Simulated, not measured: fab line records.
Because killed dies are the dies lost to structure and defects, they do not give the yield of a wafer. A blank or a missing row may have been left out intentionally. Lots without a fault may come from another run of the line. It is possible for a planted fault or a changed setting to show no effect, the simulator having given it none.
Which tool did it? / flow nand_harc / 16 wafers from 6 lots sampled at 6 of the route's 1159 steps

WHAT THE GAUGES SHOWED, per wafer
NHARC_END_SORT_01.
lot=L683; measured=day 20 17:22; on=prober-02; killed_at_array=99

EACH LOT AND THE TOOL THAT RAN IT (in order: tool; ch and the chambers of the sampled wafers; start)
lot=L677; NHARC_A_CONTACT_ETCH_127=har_cap_etch-01 ch 0,1, day 17 00:38; NHARC_A_CONTACT_ETCH_132=har_cap_etch-01 ch 0,1, day 17 01:21; NHARC_A_CONTACT_DEP_85=pecvd-02 ch 0,1,2, day 17 04:47; NHARC_A_CONTACT_DESCUM_13=rie_diel-11 ch 1,2, day 17 05:41; NHARC_A_CONTACT_ETCH_88=rie_diel-11 ch 0,1,3, day 17 05:47
lot=L683; NHARC_A_CONTACT_ETCH_127=har_cap_etch-03 ch 0, day 17 14:19; NHARC_A_CONTACT_ETCH_132=har_cap_etch-03 ch 0, day 17 15:02; NHARC_A_CONTACT_DEP_85=pecvd-04 ch 2, day 17 20:13; NHARC_A_CONTACT_DESCUM_13=rie_diel-11 ch 2, day 17 23:19; NHARC_A_CONTACT_ETCH_88=rie_diel-11 ch 3, day 17 23:26
lot=L687; NHARC_A_CONTACT_ETCH_127=har_cap_etch-01 ch 0,1, day 19 05:46; NHARC_A_CONTACT_ETCH_132=har_cap_etch-01 ch 0,1, day 19 06:28; NHARC_A_CONTACT_DEP_85=pecvd-01 ch 0,2, day 19 09:39; NHARC_A_CONTACT_DESCUM_13=rie_diel-01 ch 0,1, day 19 10:31; NHARC_A_CONTACT_ETCH_88=rie_diel-01 ch 0,3, day 19 10:35
lot=L692; NHARC_A_CONTACT_ETCH_127=har_cap_etch-03 ch 0, day 20 20:02; NHARC_A_CONTACT_ETCH_132=har_cap_etch-03 ch 0, day 20 20:44; NHARC_A_CONTACT_DEP_85=pecvd-04 ch 0,1,2, day 21 03:02; NHARC_A_CONTACT_DESCUM_13=rie_diel-12 ch 1,2, day 21 03:49; NHARC_A_CONTACT_ETCH_88=rie_diel-12 ch 0,3, day 21 03:54
lot=L697; NHARC_A_CONTACT_ETCH_127=har_cap_etch-01 ch 0, day 21 11:05; NHARC_A_CONTACT_ETCH_132=har_cap_etch-01 ch 0, day 21 11:47; NHARC_A_CONTACT_DEP_85=pecvd-02 ch 1,2, day 21 15:59; NHARC_A_CONTACT_DESCUM_13=rie_diel-11 ch 0,1,2, day 21 16:54; NHARC_A_CONTACT_ETCH_88=rie_diel-11 ch 0,1,2, day 21 16:58
lot=L700; NHARC_A_CONTACT_ETCH_127=har_cap_etch-02 ch 0,1, day 22 14:28; NHARC_A_CONTACT_ETCH_132=har_cap_etch-02 ch 0,1, day 22 15:10; NHARC_A_CONTACT_DEP_85=pecvd-01 ch 0,2, day 22 19:25; NHARC_A_CONTACT_DESCUM_13=rie_diel-11 ch 0,2, day 22 20:19; NHARC_A_CONTACT_ETCH_88=rie_diel-11 ch 2,3, day 22 20:24
- NHARC_A_CONTACT_ETCH_127: etches the open film in C4F8/O2/Ar, time 155 s, target depth 956 nm.
- NHARC_A_CONTACT_ETCH_132: etches the open film in C4F8/O2/Ar, time 156 s, target depth 958 nm.
- NHARC_A_CONTACT_DEP_85: deposits SiON, target thk 50 nm.
- NHARC_A_CONTACT_DESCUM_13: chemistry O2, time 3 s.
- NHARC_A_CONTACT_ETCH_88: etches the open film in CF4, target depth 39 nm, time 65 s.

THE ANSWER, worked out from the rows above alone
Rule: usual is defined by the lots themselves. Put in order of their means at a reading, lots are off if they are a third of the lots or fewer, leave a main group of 4 or more, and stand apart from it by a gap of 3 or more times the standard deviation of the main group's means; of several such gaps the widest counts. A main group is skipped when, at the precision printed for the reading in the tables above, its means are all equal. A lot without any number at a reading at which 4 lots or more have one is off too. Where the step has rows for the other lots, those lots are counted as sound.
Nothing can be told from this: no lot is off at any reading shown.

WHAT THE SIMULATOR HAD INSERTED
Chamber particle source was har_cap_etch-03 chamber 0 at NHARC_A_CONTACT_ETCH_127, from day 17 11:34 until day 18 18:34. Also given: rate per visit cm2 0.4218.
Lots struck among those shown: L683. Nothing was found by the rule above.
